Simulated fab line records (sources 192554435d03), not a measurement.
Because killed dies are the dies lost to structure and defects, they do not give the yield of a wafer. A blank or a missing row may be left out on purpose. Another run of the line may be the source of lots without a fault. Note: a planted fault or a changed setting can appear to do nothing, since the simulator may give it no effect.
Lot-split experiment	flow n5-finfet	39 wafers read across 7 lots, on a route 1938 steps long

== ABOUT THE SPLIT ==
At N5_FIN_SAQP_MANDREL_ETCH_22 (etches a-Si in HBr/Cl2, stops on SiNx, target depth 60 nm, bt time 10 s, time 30 s), the setting icp-w was moved away from the recipe's 800 W on 18 of the 39 wafers read, by -17.9% to +15.0%. All remaining wafers had this setting at the recipe value.

The split's own step is where the reading is taken.

== THE READING ==
SOC_of_FIN_SAQP_COAT_49.thk-nm (the simulator's own value, which no gauge read), in nm, at N5_FIN_SAQP_MANDREL_ETCH_22 (etches a-Si in HBr/Cl2, stops on SiNx, target depth 60 nm, bt time 10 s, time 30 s). There is no usual value for it anywhere in the file. Here, 21 wafers ran the recipe; their average is 76.50 nm with a standard deviation of 0.62 nm.

wafer	tool, chamber at the split	icp-w as run, W	against the recipe	SOC_of_FIN_SAQP_COAT_49.thk-nm, nm	against lot-mates on the recipe
L076.1	rie-si-01, 3	800	recipe	76.08	-
L076.2	rie-si-01, 2	800	recipe	75.88	-
L076.3	rie-si-01, 0	800	recipe	76.55	-
L076.4	rie-si-01, 1	705.9	-11.8%	76.94	+0.77
L076.5	rie-si-01, 1	705.9	-11.8%	77.26	+1.09
L076.6	rie-si-01, 0	705.9	-11.8%	77.83	+1.66
L077.1	rie-si-01, 3	800	recipe	75.63	-
L077.2	rie-si-01, 1	656.5	-17.9%	77.65	+1.97
L077.3	rie-si-01, 2	656.5	-17.9%	78.11	+2.43
L077.4	rie-si-01, 2	656.5	-17.9%	77.62	+1.94
L077.5	rie-si-01, 3	800	recipe	75.7	-
L077.6	rie-si-01, 1	800	recipe	75.72	-
L078.1	rie-si-02, 0	800	recipe	77.7	-
L078.2	rie-si-02, 2	674.2	-15.7%	77.71	+0.41
L078.3	rie-si-02, 3	800	recipe	76.8	-
L078.4	rie-si-02, 1	674.2	-15.7%	78.65	+1.35
L078.5	rie-si-02, 3	674.2	-15.7%	78.38	+1.08
L078.6	rie-si-02, 0	800	recipe	77.41	-
L082.1	rie-si-02, 2	920.3	+15.0%	75.07	-1.91
L082.2	rie-si-02, 1	800	recipe	76.59	-
L082.3	rie-si-02, 3	800	recipe	77.12	-
L082.4	rie-si-02, 0	920.3	+15.0%	75.85	-1.13
L082.5	rie-si-02, 1	920.3	+15.0%	75.41	-1.57
L082.6	rie-si-02, 0	800	recipe	77.24	-
L086.1	rie-si-03, 3	727.3	-9.1%	77.28	+0.58
L086.4	rie-si-03, 3	727.3	-9.1%	77.28	+0.58
L086.2	rie-si-03, 2	727.3	-9.1%	77.54	+0.84
L086.3	rie-si-03, 0	800	recipe	76.56	-
L086.5	rie-si-03, 0	800	recipe	76.91	-
L086.6	rie-si-03, 2	800	recipe	76.62	-
L091.1	rie-si-02, 0	800	recipe	77.37	-
L091.3	rie-si-02, 3	800	recipe	76.63	-
L091.5	rie-si-02, 1	800	recipe	76.29	-
L094.1	rie-si-01, 1	888.7	+11.1%	74.64	-1.23
L094.2	rie-si-01, 2	888.7	+11.1%	74.46	-1.41
L094.3	rie-si-01, 0	800	recipe	76.01	-
L094.4	rie-si-01, 3	800	recipe	75.71	-
L094.5	rie-si-01, 3	888.7	+11.1%	74.41	-1.46
L094.6	rie-si-01, 2	800	recipe	75.88	-

THE FIT
A straight line over all 39 wafers: SOC_of_FIN_SAQP_COAT_49.thk-nm changes by -0.0955 nm for each +1% of icp-w; r = -0.83; the points scatter about the line by 0.6 nm.
The same after taking each lot's own level away (the mean of its wafers on the recipe; 39 wafers): -0.0989 nm for each +1%; r = -0.93; scatter 0.36 nm.
According to that fit, moving icp-w by its largest amount changes the reading by 1.8 nm.
From 75.683 to 77.303 nm: that is the span of the lots' own levels, equal to 2.6 times the standard deviation above.
The two slopes agree, so the slope changes little with the lot-to-lot level.
Check: +1.68 nm against its lot-mates is what the line predicts for one of the wafers moved furthest among these (-17.9%) when that wafer is left out of the fit. It came out at +1.97 nm against them.

== THE FILE'S OWN FIT ==
SOC_of_FIN_SAQP_COAT_49.thk-nm changes by -0.0974 nm for each +1% of icp-w, r = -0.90.
